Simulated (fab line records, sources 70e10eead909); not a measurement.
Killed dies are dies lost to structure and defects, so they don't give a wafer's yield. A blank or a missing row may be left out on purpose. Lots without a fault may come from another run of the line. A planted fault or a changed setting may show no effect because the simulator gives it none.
Chamber matching | flow nand_harc | NHARC_P_GATE_ALD_36 on ald_sin-04: 4 sister chambers
The step deposits SiNx, target thk 20 nm, pulse time 60 s, ald cycles 223. 18 wafers are shown with their chamber, then 8 later ones without.

WAFERS WITH THEIR CHAMBER
wafer  | chamber | heater_power_w (W) | precursor_pulse_height_rel
L074.1 | 0       | 807                | 1.010
L074.5 | 2       | 912                | 1.001
L074.6 | 3       | 934                | 0.986
L077.1 | 0       | 812                | 1.018
L077.4 | 3       | 951                | 1.017
L077.6 | 0       | 815                | 0.979
L080.1 | 0       | 807                | 0.984
L080.2 | 1       | 753                | 1.003
L080.4 | 2       | 925                | 1.030
L084.3 | 0       | 816                | 0.988
L084.1 | 3       | 969                | 1.009
L084.5 | 0       | 826                | 0.997
L088.2 | 2       | 924                | 0.992
L088.5 | 0       | 815                | 1.001
L088.6 | 1       | 753                | 0.970
L090.2 | 2       | 933                | 1.004
L090.1 | 3       | 937                | 0.983
L090.5 | 0       | 805                | 0.990

SIGNATURES (means of the wafers above)
reading                    | chamber 0 | chamber 1 | chamber 2 | chamber 3 | scatter within a chamber
heater_power_w             | 812.88    | 753.00    | 923.50    | 947.75    | 9.69
precursor_pulse_height_rel | 0.99587   | 0.98650   | 1.00675   | 0.99875   | 0.0157
Rule: a wafer's distance from a chamber is the root of the sum, over the readings, of the square of ((its reading less the chamber's mean) divided by the reading's scatter). The wafer belongs to the nearest chamber; if the next one is less than 2 further off, it can't be placed. The scatter: the root of (the sum of the squares of (reading less its chamber's mean) over the shown wafers, divided by (wafers less chambers)).

WAFERS WITHOUT THEIR CHAMBER
wafer  | heater_power_w (W) | precursor_pulse_height_rel
L092.2 | 812                | 1.035
L092.6 | 803                | 1.004
L095.1 | 807                | 1.012
L095.2 | 730                | 1.015
L095.6 | 801                | 1.002
L097.4 | 833                | 0.989
L097.3 | 743                | 1.002
L097.6 | 813                | 0.998

WHICH CHAMBER EACH WENT THROUGH
wafer  | from the rows above | in truth
L092.2 | 0                   | 0
L092.6 | 0                   | 0
L095.1 | 0                   | 0
L095.2 | 1                   | 1
L095.6 | 0                   | 0
L097.4 | 0                   | 0
L097.3 | 1                   | 1
L097.6 | 0                   | 0
Placed correctly: 8 of 8. Can't be placed from these rows: 0. Placed wrongly: 0.
